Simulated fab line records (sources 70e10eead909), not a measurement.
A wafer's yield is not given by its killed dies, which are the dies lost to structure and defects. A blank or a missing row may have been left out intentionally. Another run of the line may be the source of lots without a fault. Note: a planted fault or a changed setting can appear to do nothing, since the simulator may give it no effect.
fab line records	flow nand-harc	part 2 of 2: steps 30 to 42 of 42
[record] lots = 5	wafers = 15	last-day = 25
route steps=1159 shown P_STI@70 P_GATE@110
lots that met no fault: taken from a fault-free run of the same line
start-h: hours from the record's opening day to when the first of the lot's shown wafers began	wait-h: hours since the lot's step before	" the same as in the row above	L1.1+2: a single row standing in for several wafers	- no value, or no start given	* or withheld: withheld	< > ~ a bound
route shown NAME@n: names a module that has steps shown in the file, with the first one's number in the route	usual: mean/standard deviation taken from wafers without a fault	same: alike in all rows	chamber/n: place in a boat	sites: readings site by site	_std_site: the standard deviation of these	_edge_site: the outer-site mean with the inner-site mean subtracted	radius-mm: for every site, how far away it sits from the centre of the wafer	mask NAME#n: copy n	behind: the last tool/chamber to shape the wafer	hold: the reason the lot was held/the length of the hold in hours/how it ended	device: transistor that didn't switch, given as n, p or np	end of line: at the end of the route, the tests of the same wafers	a step without rows: its recipe alone	killed: count of dies lost to structure and defects at first sort (not the wafer's yield)	map: per-die view of a wafer (x killed, . not killed, _ where there is no die)
set.NAME: the setting as run; set.NAME@STEP: as run at that earlier step	model.NAME: the simulator's own value behind a step, which no gauge read
lots at some steps of the route; a table a step, a row a wafer
services: the hour from which a tool's chamber was out of use, counted from the record's first day as start-h (under 0 if before that day), plus the number of hours and why
[[steps]]
[step NHARC_P_STI_ANNEAL_34]
[recipe] temp-c = 1000	time-s = 1800
[usual] tube-center-temp-C = 999.99/0.093
lot.wafer	tool	chamber	start-h	wait-h	tube-center-temp-C
L086.2	furnace-06	0	128.31	4.1	999.98
L086.4	"	0	"	"	1000
L086.6	"	0	"	"	999.89
L092.2	furnace-06	0	158.54	4.9	999.98
L092.5	"	0	"	"	999.98
L092.6	"	0	"	"	1000
L094.2	furnace-03	0	170.41	4.2	999.98
L094.4	"	0	"	"	999.98
L094.5	"	0	"	"	999.95
L095.1	furnace-03	0	179.09	4.8	999.94
L095.2	"	0	"	"	999.87
L095.4	"	0	"	"	1000
L097.2	furnace-07	0	192.01	5.2	1000
L097.5	"	0	"	"	999.89
L097.6	"	0	"	"	999.94
[step NHARC_P_STI_CMP_21]
[recipe] t-overpolish-s = 20	target-thk-nm = 380.67
[usual] motor-current-A = 12.3/1.4	overpolish-run-s = 20.001/0.0084	slurry-filter-dp-kPa = 13.51/0.14
lot.wafer	tool	chamber	start-h	wait-h	motor-current-A	overpolish-run-s	slurry-filter-dp-kPa
L086.4	cmp-03	2	133.18	0.4	11.9	19.991	13.47
L086.2	"	0	"	"	15.3	20.001	13.48
L086.6	"	2	"	"	11.8	19.993	13.47
L092.2	cmp-04	3	163.35	0.4	10.7	20.004	13.36
L092.6	"	3	"	"	10.3	20.005	13.32
L092.5	"	0	"	"	10.1	19.996	13.48
L094.4	cmp-03	2	175.28	0.4	11.9	19.998	13.47
L094.2	"	3	"	"	12.6	20.006	13.54
L094.5	"	1	"	"	13.4	20.004	13.39
L095.2	cmp-04	0	183.93	0.4	9.9	19.994	13.56
L095.4	"	1	"	"	12.2	20.015	13.62
L095.1	"	2	"	"	12.5	20.013	13.35
L097.2	cmp-04	3	196.85	0.4	10.3	19.989	13.66
L097.6	"	3	"	"	10.9	19.989	13.59
L097.5	"	0	"	"	10.3	19.993	13.60
[step NHARC_P_STI_SRD_35]
lot.wafer	tool	chamber	start-h	wait-h
L086.2+6+4	wet-bench-01	5,6,0	133.48	0.0
L092.6+2+5	wet-bench-07	4,5,7	163.66	0.0
L094.4+5+2	wet-bench-01	6,7,1	175.55	0.0
L095.2+4+1	wet-bench-04	7,0,2	184.21	0.0
L097.6+2+5	wet-bench-01	1,3,6	197.16	0.0
[step NHARC_P_STI_ETCH_36]
[recipe] target-depth-a = 388	chemistry = dHF	material = SiO2
lot.wafer	tool	chamber	start-h	wait-h
L086.2+6+4	wet-bench-01	5,6,0	133.51	0.0
L092.6+2+5	wet-bench-07	4,5,7	163.68	0.0
L094.4+5+2	wet-bench-01	6,7,1	175.58	0.0
L095.2+4+1	wet-bench-04	7,0,2	184.23	0.0
L097.6+2+5	wet-bench-01	1,3,6	197.18	0.0
[step NHARC_P_STI_STRIP_24]
[recipe] temp-c = 160	chemistry = H3PO4	material = Si3N4
[usual] bath-guard-temp-C = 160.1/0.5
lot.wafer	tool	chamber	start-h	wait-h	bath-guard-temp-C
L086.2	wet-bench-01	5	133.52	0.0	160.4
L086.6	"	6	"	"	160.1
L086.4	"	0	"	"	161.0
L092.6	wet-bench-07	4	163.70	0.0	159.5
L092.2	"	5	"	"	160.2
L092.5	"	7	"	"	160.4
L094.4	wet-bench-01	6	175.59	0.0	159.8
L094.5	"	7	"	"	159.6
L094.2	"	1	"	"	160.2
L095.2	wet-bench-04	7	184.25	0.0	160.3
L095.4	"	0	"	"	161.1
L095.1	"	2	"	"	160.8
L097.6	wet-bench-01	1	197.19	0.0	160.2
L097.2	"	3	"	"	159.5
L097.5	"	6	"	"	159.8
[step NHARC_P_STI_ETCH_37]
[recipe] target-depth-a = 110	chemistry = dHF	material = SiO2
lot.wafer	tool	chamber	start-h	wait-h
L086.2+6+4	wet-bench-01	5,6,0	-	-
L092.6+2+5	wet-bench-07	4,5,7	-	-
L094.4+5+2	wet-bench-01	6,7,1	-	-
L095.2+4+1	wet-bench-04	7,0,2	-	-
L097.6+2+5	wet-bench-01	1,3,6	-	-
[step NHARC_P_STI_PRECLEAN_38]
[recipe] time-s = *	temp-c = 50	bath-age-min = 0	chemistry = SC1
[usual] bath-guard-temp-C = 50.2/0.51
lot.wafer	tool	chamber	start-h	wait-h	bath-guard-temp-C
L086.2	wet-bench-01	5	-	-	50.6
L086.6	"	6	"	"	49.9
L086.4	"	0	"	"	50.5
L092.6	wet-bench-07	4	-	-	49.6
L092.2	"	5	"	"	50.3
L092.5	"	7	"	"	50.3
L094.4	wet-bench-01	6	-	-	50.4
L094.5	"	7	"	"	49.3
L094.2	"	1	"	"	49.9
L095.2	wet-bench-04	7	-	-	50.0
L095.4	"	0	"	"	51.4
L095.1	"	2	"	"	50.7
L097.6	wet-bench-01	1	-	-	50.3
L097.2	"	3	"	"	49.4
L097.5	"	6	"	"	50.1
[step NHARC_P_STI_SRD_39]
lot.wafer	tool	chamber	start-h	wait-h
L086.2+6+4	wet-bench-01	5,6,0	-	-
L092.6+2+5	wet-bench-07	4,5,7	-	-
L094.4+5+2	wet-bench-01	6,7,1	-	-
L095.2+4+1	wet-bench-04	7,0,2	-	-
L097.6+2+5	wet-bench-01	1,3,6	-	-
[step NHARC_P_STI_OXIDE_40]
[recipe] target-thk-a = 100	temp-c = 900	ox-time-s = 1362	material = SiO2
[usual] tube-center-temp-C = 900/0.08
lot.wafer	tool	chamber	start-h	wait-h	tube-center-temp-C
L086.2	furnace-07	0	139.59	-	900.05
L086.4	"	0	"	"	899.87
L086.6	"	0	"	"	899.94
L092.2	furnace-03	0	165.75	-	899.99
L092.5	"	0	"	"	899.83
L092.6	"	0	"	"	900.01
L094.2	furnace-07	0	176.70	-	899.9
L094.4	"	0	"	"	899.87
L094.5	"	0	"	"	900.01
L095.1	furnace-07	0	188.32	-	900.05
L095.2	"	0	"	"	900.04
L095.4	"	0	"	"	899.98
L097.2	furnace-03	0	201.29	-	900.03
L097.5	"	0	"	"	900
L097.6	"	0	"	"	900.05
[step NHARC_P_STI_INSPECT_25]
[usual] raw-defect-count = 217/76
lot.wafer	tool	chamber	start-h	wait-h	raw-defect-count
L086.2	defect-inspect-02	-	143.70	0.4	185
L086.4	"	-	"	"	282
L086.6	"	-	"	"	325
L092.2	defect-inspect-02	-	169.78	0.4	226
L092.5	"	-	"	"	209
L092.6	"	-	"	"	148
L094.2	defect-inspect-02	-	180.76	0.4	185
L094.4	"	-	"	"	138
L094.5	"	-	"	"	251
L095.1	defect-inspect-02	-	192.38	0.4	311
L095.2	"	-	"	"	345
L095.4	"	-	"	"	294
L097.2	defect-inspect-01	-	205.30	0.4	165
L097.5	"	-	"	"	286
L097.6	"	-	"	"	214
[step NHARC_P_GATE_ETCH_69]
[recipe] target-depth-a = 140	chemistry = dHF	material = SiO2
lot.wafer	tool	chamber	start-h	wait-h
L086.6+2+4	wet-bench-03	0,2,3	143.84	0.1
L092.5+2+6	wet-bench-09	6,0,1	169.83	0.0
L094.4+2+5	wet-bench-03	2,3,5	180.81	0.0
L095.4+1+2	wet-bench-06	5,6,7	192.48	0.1
L097.6+5+2	wet-bench-06	2,3,4	205.35	0.0
[step NHARC_P_GATE_PRECLEAN_70]
[recipe] time-s = *	temp-c = 50	bath-age-min = 0	chemistry = SC1
[usual] bath-guard-temp-C = 50.2/0.44
lot.wafer	tool	chamber	start-h	wait-h	bath-guard-temp-C
L086.6	wet-bench-03	0	143.94	0.1	50.4
L086.2	"	2	"	"	50.9
L086.4	"	3	"	"	50.3
L092.5	wet-bench-09	6	169.93	0.1	50.2
L092.2	"	0	"	"	50.2
L092.6	"	1	"	"	49.6
L094.4	wet-bench-03	2	180.91	0.1	50.6
L094.2	"	3	"	"	50.1
L094.5	"	5	"	"	49.9
L095.4	wet-bench-06	5	192.53	0.0	50.4
L095.1	"	6	"	"	50.6
L095.2	"	7	"	"	50.5
L097.6	wet-bench-06	2	205.45	0.1	48.8
L097.5	"	3	"	"	50.2
L097.2	"	4	"	"	50.8
[step NHARC_P_GATE_SRD_01]
lot.wafer	tool	chamber	start-h	wait-h
L086.6+2+4	wet-bench-03	0,2,3	-	-
L092.5+2+6	wet-bench-09	6,0,1	-	-
L094.4+2+5	wet-bench-03	2,3,5	-	-
L095.4+1+2	wet-bench-06	5,6,7	-	-
L097.6+5+2	wet-bench-06	2,3,4	-	-
[[services]]
tool	chamber	start-h	hours	kind
cmp-04	-	81.86	2.6	repair
rie-diel-03	1	94.71	4.3	repair
wet-bench-07	-	96.00	8.0	pm
cmp-04	-	105.00	4.0	pm
lpcvd-01	-	108.88	1.7	repair
hdpcvd-01	-	111.00	13.0	pm
wet-bench-09	-	112.80	8.0	pm
rie-diel-03	1	115.56	4.0	repair
rie-diel-08	2	115.89	8.2	repair
krf-scanner-04	-	116.32	0.8	repair
rie-diel-08	-	124.80	9.0	pm
krf-scanner-04	-	126.00	4.0	pm
rie-diel-12	1	128.76	3.5	repair
wet-bench-06	-	129.60	8.0	pm
rie-diel-08	3	145.91	6.7	repair
wet-bench-03	-	148.84	8.0	pm
wet-bench-04	-	163.20	8.0	pm
cmp-04	-	164.83	0.5	repair
litho-track-02	-	165.00	7.0	pm
rie-diel-08	0	180.76	1.9	repair
litho-track-07	-	189.00	7.0	pm
furnace-06	-	190.23	1.3	repair
rie-diel-12	-	202.40	9.0	pm
furnace-06	-	202.46	26.0	pm
